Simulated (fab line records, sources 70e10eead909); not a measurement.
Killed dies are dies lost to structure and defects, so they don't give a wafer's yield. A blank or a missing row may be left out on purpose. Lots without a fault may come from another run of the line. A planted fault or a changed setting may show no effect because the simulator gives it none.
Chamber matching | flow nand_harc | NHARC_A_SGD_CUT_CMP_21 on cmp-04: 4 sister chambers
The step polishes, target thk 148.19 nm. 4 wafers are shown with their chamber, then 9 later ones without.

WAFERS WITH THEIR CHAMBER
wafer  | chamber | motor_current_A (A)
L087.6 | 2       | 14.5
L089.1 | 0       | 12.0
L089.4 | 3       | 14.7
L089.5 | 1       | 12.0

WAFERS WITHOUT THEIR CHAMBER
wafer  | motor_current_A (A)
L088.2 | 12.4
L088.4 | 11.4
L088.5 | 14.9
L092.3 | 10.3
L092.4 | 14.1
L092.6 | 11.6
L094.2 | 11.2
L094.3 | 14.1
L094.4 | 13.5

WHICH CHAMBER EACH WENT THROUGH
wafer  | from the rows above               | in truth
L088.2 | can't be placed: 0 or 1           | 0
L088.4 | can't be placed: 0 or 1           | 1
L088.5 | can't be placed: 3 or 2           | 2
L092.3 | can't be placed: 0 or 1           | 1
L092.4 | can't be placed: 2 or 3           | 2
L092.6 | can't be placed: 0 or 1           | 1
L094.2 | can't be placed: 0 or 1           | 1
L094.3 | can't be placed: 2 or 3           | 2
L094.4 | can't be placed: 2 or 3 or 0 or 1 | 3
Placed correctly: 0 of 9. Can't be placed from these rows: 9 (the true chamber is among the candidates in 9). Placed wrongly: 0.
How it was worked out, from the rows above alone: a wafer's distance from a chamber is the root of the sum, over the readings, of the square of ((its reading less the chamber's mean) divided by the reading's scatter). The wafer belongs to the nearest chamber; if the next one is less than 2 further off, it can't be placed. A chamber's mean is the mean of its shown wafers. The scatter: with one shown wafer a chamber, the root of the mean of the squares of how far each hidden wafer lies from its nearest shown one.
